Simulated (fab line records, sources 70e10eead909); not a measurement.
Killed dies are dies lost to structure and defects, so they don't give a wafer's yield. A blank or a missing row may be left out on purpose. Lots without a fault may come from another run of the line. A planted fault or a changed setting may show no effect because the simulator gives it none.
Which tool did it? | flow nand_harc | 24 lots, 72 wafers sampled, at 5 steps of a route of 1302

WHAT THE GAUGES READ, wafer by wafer
NHARC_P_M1_THK_MEAS_24: measures by xrf.
lot  | measured     | on            | thk_nm (nm)
L074 | day 6 05:33  | film_metro-01 | 157.7 157.9 156.2
L075 | day 6 19:55  | film_metro-02 | 157.2 156.3 157.8
L076 | day 7 03:31  | film_metro-02 | 156.6 158.9 156.6
L077 | day 7 09:58  | film_metro-01 | 158.9 160.0 159.5
L078 | day 7 23:46  | film_metro-01 | 158.4 158.6 157.0
L080 | day 8 18:23  | film_metro-01 | 159.1 159.4 159.4
L079 | day 8 19:19  | film_metro-01 | 156.8 156.7 158.5
L081 | day 9 09:31  | film_metro-01 | 158.0 159.6 159.4
L082 | day 10 08:07 | film_metro-02 | 159.5 158.8 157.6
L083 | day 10 18:27 | film_metro-02 | 157.3 156.6 159.1
L084 | day 10 21:57 | film_metro-02 | 159.1 158.7 157.7
L085 | day 11 03:25 | film_metro-02 | 158.1 156.4 158.9
L086 | day 11 06:44 | film_metro-01 | 157.3 157.3 154.8
L087 | day 11 14:44 | film_metro-01 | 157.6 156.2 159.2
L088 | day 12 14:26 | film_metro-02 | 160.3 156.8 159.2
L089 | day 13 00:32 | film_metro-01 | 157.1 156.4 157.4
L090 | day 13 06:11 | film_metro-01 | 158.9 155.5 158.0
L091 | day 13 10:11 | film_metro-02 | 157.8 158.4 156.3
L092 | day 13 16:01 | film_metro-02 | 155.7 156.7 157.3
L093 | day 14 05:16 | film_metro-02 | 156.8 155.2 155.9
L094 | day 14 12:50 | film_metro-01 | 159.1 159.9 156.2
L095 | day 14 23:51 | film_metro-01 | 160.3 158.0 159.1
L096 | day 15 18:51 | film_metro-02 | 157.0 157.9 156.3
L097 | day 16 00:32 | film_metro-01 | 157.2 158.8 155.1

NHARC_P_M1_INSPECT_27.
lot  | measured     | on                | raw_defect_count
L074 | day 6 05:43  | defect_inspect-01 | 159 200 314
L075 | day 6 20:05  | defect_inspect-01 | 278 318 251
L076 | day 7 03:41  | defect_inspect-02 | 180 242 474
L077 | day 7 10:07  | defect_inspect-02 | 296 275 243
L078 | day 7 23:57  | defect_inspect-01 | 561 276 312
L080 | day 8 18:34  | defect_inspect-01 | 374 281 403
L079 | day 8 19:29  | defect_inspect-02 | 551 212 402
L081 | day 9 09:40  | defect_inspect-01 | 207 286 272
L082 | day 10 08:16 | defect_inspect-01 | 215 245 279
L083 | day 10 18:37 | defect_inspect-02 | 324 228 370
L084 | day 10 22:06 | defect_inspect-02 | 174 214 229
L085 | day 11 03:34 | defect_inspect-02 | 202 205 237
L086 | day 11 06:53 | defect_inspect-01 | 209 266 242
L087 | day 11 14:53 | defect_inspect-01 | 315 342 266
L088 | day 12 14:35 | defect_inspect-01 | 245 231 238
L089 | day 13 00:42 | defect_inspect-02 | 195 234 200
L090 | day 13 06:21 | defect_inspect-02 | 245 299 258
L091 | day 13 10:21 | defect_inspect-02 | 410 417 611
L092 | day 13 16:11 | defect_inspect-02 | 302 149 195
L093 | day 14 05:26 | defect_inspect-01 | 189 335 245
L094 | day 14 12:59 | defect_inspect-02 | 294 404 329
L095 | day 15 00:01 | defect_inspect-02 | 255 299 176
L096 | day 15 19:01 | defect_inspect-02 | 198 295 242
L097 | day 16 00:41 | defect_inspect-02 | 293 209 186

WHICH TOOL RAN EACH LOT (tool, then ch and the chambers of the sampled wafers, then the start)
lot  | NHARC_P_GATE_STRIP_76                | NHARC_P_M0_CMP_23             | NHARC_P_M0_DEP_32
L074 | plasma_asher-01 ch 0,1, day 5 12:58  | cmp-04 ch 0,3, day 6 01:02    | pecvd-04 ch 1,2, day 6 01:43
L075 | plasma_asher-01 ch 0,1, day 6 02:52  | cmp-03 ch 0,1,2, day 6 14:59  | pecvd-04 ch 0,2, day 6 16:01
L076 | plasma_asher-02 ch 0,1, day 6 10:47  | cmp-04 ch 0,2, day 6 23:11    | pecvd-02 ch 0,2, day 6 23:47
L077 | plasma_asher-02 ch 0,1, day 6 17:37  | cmp-02 ch 0,2, day 7 05:35    | pecvd-04 ch 1,2, day 7 06:11
L078 | plasma_asher-01 ch 0,1, day 7 06:45  | cmp-02 ch 1,2,3, day 7 19:19  | pecvd-02 ch 0,1, day 7 19:55
L080 | plasma_asher-02 ch 0,1, day 8 02:02  | cmp-03 ch 0,1,3, day 8 13:55  | pecvd-03 ch 0,2, day 8 14:35
L079 | plasma_asher-02 ch 0,1, day 8 02:28  | cmp-04 ch 0,3, day 8 14:49    | pecvd-02 ch 0,1,2, day 8 15:27
L081 | plasma_asher-02 ch 0,1, day 8 17:05  | cmp-03 ch 0,1,2, day 9 05:05  | pecvd-04 ch 0,1,2, day 9 05:43
L082 | plasma_asher-02 ch 0,1, day 9 15:49  | cmp-04 ch 0,1,2, day 10 03:40 | pecvd-04 ch 0,1, day 10 04:17
L083 | plasma_asher-02 ch 0,1, day 10 02:02 | cmp-03 ch 0,2,3, day 10 13:52 | pecvd-04 ch 0,1,2, day 10 14:29
L084 | plasma_asher-02 ch 0, day 10 04:50   | cmp-03 ch 0,1,2, day 10 17:28 | pecvd-04 ch 0,1,2, day 10 18:05
L085 | plasma_asher-02 ch 0,1, day 10 11:12 | cmp-02 ch 0,1,2, day 10 23:04 | pecvd-03 ch 0,2, day 10 23:44
L086 | plasma_asher-02 ch 0,1, day 10 13:57 | cmp-03 ch 1,2, day 11 02:17   | pecvd-02 ch 0,1, day 11 02:54
L087 | plasma_asher-02 ch 0,1, day 10 22:06 | cmp-03 ch 1,3, day 11 10:15   | pecvd-03 ch 1,2, day 11 10:58
L088 | plasma_asher-01 ch 0,1, day 11 22:05 | cmp-02 ch 1,2,3, day 12 10:00 | pecvd-03 ch 0,1,2, day 12 10:35
L089 | plasma_asher-01 ch 1, day 12 04:23   | cmp-03 ch 1,3, day 12 20:09   | pecvd-04 ch 0,1, day 12 20:49
L090 | plasma_asher-01 ch 0,1, day 12 13:41 | cmp-02 ch 0,2,3, day 13 01:44 | pecvd-04 ch 0,1,2, day 13 02:22
L091 | plasma_asher-02 ch 0,1, day 12 17:41 | cmp-03 ch 0,1,2, day 13 05:54 | pecvd-03 ch 0,1, day 13 06:31
L092 | plasma_asher-02 ch 0,1, day 12 23:37 | cmp-04 ch 0,1, day 13 11:41   | pecvd-04 ch 0,1, day 13 12:19
L093 | plasma_asher-01 ch 0,1, day 13 12:51 | cmp-04 ch 1,2,3, day 14 00:47 | pecvd-04 ch 0,1,2, day 14 01:25
L094 | plasma_asher-01 ch 0,1, day 13 20:17 | cmp-02 ch 1,3, day 14 08:19   | pecvd-04 ch 0,1,2, day 14 08:59
L095 | plasma_asher-01 ch 0,1, day 14 07:31 | cmp-03 ch 1,3, day 14 19:23   | pecvd-04 ch 0,2, day 14 20:05
L096 | plasma_asher-02 ch 0,1, day 15 02:41 | cmp-02 ch 0,2, day 15 14:31   | pecvd-03 ch 0,2, day 15 15:07
L097 | plasma_asher-02 ch 0,1, day 15 08:16 | cmp-03 ch 0,1, day 15 20:11   | pecvd-04 ch 0,1,2, day 15 20:49
- NHARC_P_GATE_STRIP_76: strips in O2.
- NHARC_P_M0_CMP_23: polishes, t overpolish 20 s, target thk 117.54 nm.
- NHARC_P_M0_DEP_32: deposits SiCN, target thk 30 nm.

WHAT THE TOOLS THEMSELVES READ (means of the sampled wafers that have a number; where no wafer has one, the mark that the record gives instead)
NHARC_P_GATE_STRIP_76.
lot  | tool            | drypump_motor_current_A (A) | heater_power_w (W)
L074 | plasma_asher-01 | 5.7                         | 334
L075 | plasma_asher-01 | 5.7                         | 332
L076 | plasma_asher-02 | 6.1                         | 332
L077 | plasma_asher-02 | 6.4                         | 348
L078 | plasma_asher-01 | 5.7                         | 352
L080 | plasma_asher-02 | 6.4                         | 345
L079 | plasma_asher-02 | 6.1                         | 336
L081 | plasma_asher-02 | 6.4                         | 346
L082 | plasma_asher-02 | 6.4                         | 344
L083 | plasma_asher-02 | 6.1                         | 333
L084 | plasma_asher-02 | 6.6                         | 363
L085 | plasma_asher-02 | 6.1                         | 334
L086 | plasma_asher-02 | 6.4                         | 342
L087 | plasma_asher-02 | 6.4                         | 347
L088 | plasma_asher-01 | 5.7                         | 342
L089 | plasma_asher-01 | 5.7                         | 358
L090 | plasma_asher-01 | 5.7                         | 326
L091 | plasma_asher-02 | 6.2                         | 327
L092 | plasma_asher-02 | 6.4                         | 346
L093 | plasma_asher-01 | 5.7                         | 328
L094 | plasma_asher-01 | 5.7                         | 343
L095 | plasma_asher-01 | 5.7                         | 328
L096 | plasma_asher-02 | 6.2                         | 326
L097 | plasma_asher-02 | 6.2                         | 327

NHARC_P_M0_CMP_23.
lot  | tool   | motor_current_A (A) | time_to_endpoint_s (s)
L074 | cmp-04 | 12.7                | 29.6
L075 | cmp-03 | 11.9                | 31.4
L076 | cmp-04 | 12.8                | 28.5
L077 | cmp-02 | 11.0                | 32.1
L078 | cmp-02 | 12.2                | 33.2
L080 | cmp-03 | 12.5                | 29.9
L079 | cmp-04 | 12.0                | 24.3
L081 | cmp-03 | 11.7                | 28.4
L082 | cmp-04 | 13.1                | 26.0
L083 | cmp-03 | 11.7                | 29.4
L084 | cmp-03 | 11.6                | 28.7
L085 | cmp-02 | 11.5                | 26.5
L086 | cmp-03 | 11.1                | 29.6
L087 | cmp-03 | 12.7                | 28.9
L088 | cmp-02 | 12.3                | 29.6
L089 | cmp-03 | 13.0                | 24.9
L090 | cmp-02 | 11.0                | 30.0
L091 | cmp-03 | 12.1                | 28.1
L092 | cmp-04 | 12.8                | 30.7
L093 | cmp-04 | 11.9                | 25.4
L094 | cmp-02 | 12.7                | 26.9
L095 | cmp-03 | 12.8                | 29.6
L096 | cmp-02 | 11.0                | 29.8
L097 | cmp-03 | 12.8                | 27.2

NHARC_P_M0_DEP_32.
lot  | tool     | heater_power_w (W) | susceptor_temp_C (C)
L074 | pecvd-04 | 590                | 369.90
L075 | pecvd-04 | 655                | 370.06
L076 | pecvd-02 | 534                | 370.17
L077 | pecvd-04 | 575                | 370.04
L078 | pecvd-02 | 622                | 370.15
L080 | pecvd-03 | 656                | 369.96
L079 | pecvd-02 | 604                | 369.75
L081 | pecvd-04 | 623                | 370.00
L082 | pecvd-04 | 581                | 370.01
L083 | pecvd-04 | 628                | 370.08
L084 | pecvd-04 | 616                | 370.02
L085 | pecvd-03 | 604                | 369.84
L086 | pecvd-02 | 700                | 370.19
L087 | pecvd-03 | 551                | 369.76
L088 | pecvd-03 | 614                | 369.98
L089 | pecvd-04 | 571                | 369.85
L090 | pecvd-04 | 566                | 370.15
L091 | pecvd-03 | 642                | 369.96
L092 | pecvd-04 | 613                | 369.90
L093 | pecvd-04 | 593                | 369.76
L094 | pecvd-04 | 624                | 369.99
L095 | pecvd-04 | 674                | 370.15
L096 | pecvd-03 | 636                | 370.12
L097 | pecvd-04 | 632                | 370.01

THE ANSWER, worked out from the rows above alone
Rule: what is usual is taken from the lots themselves. Put in order of their means at a reading, lots are off if they are a third of the lots or fewer, leave a main group of 4 or more, and stand apart from it by a gap of 3 or more times the standard deviation of the main group's means; of several such gaps the widest counts. A main group whose means are all the same, to the digits that the tables above print for the reading, isn't used. A lot without any number at a reading at which 4 lots or more have one is off too. The other lots that the step has rows for count as sound. The gauges are gone through in route order, then the tools' own readings, and for those a lot's mean is taken as printed above. The first step at which some lot is off is used, and at that step the reading that is off furthest; a lot without a number counts as furthest.
No lot is off at any reading shown: from this, nothing can be told.

WHAT THE SIMULATOR HAD PUT IN
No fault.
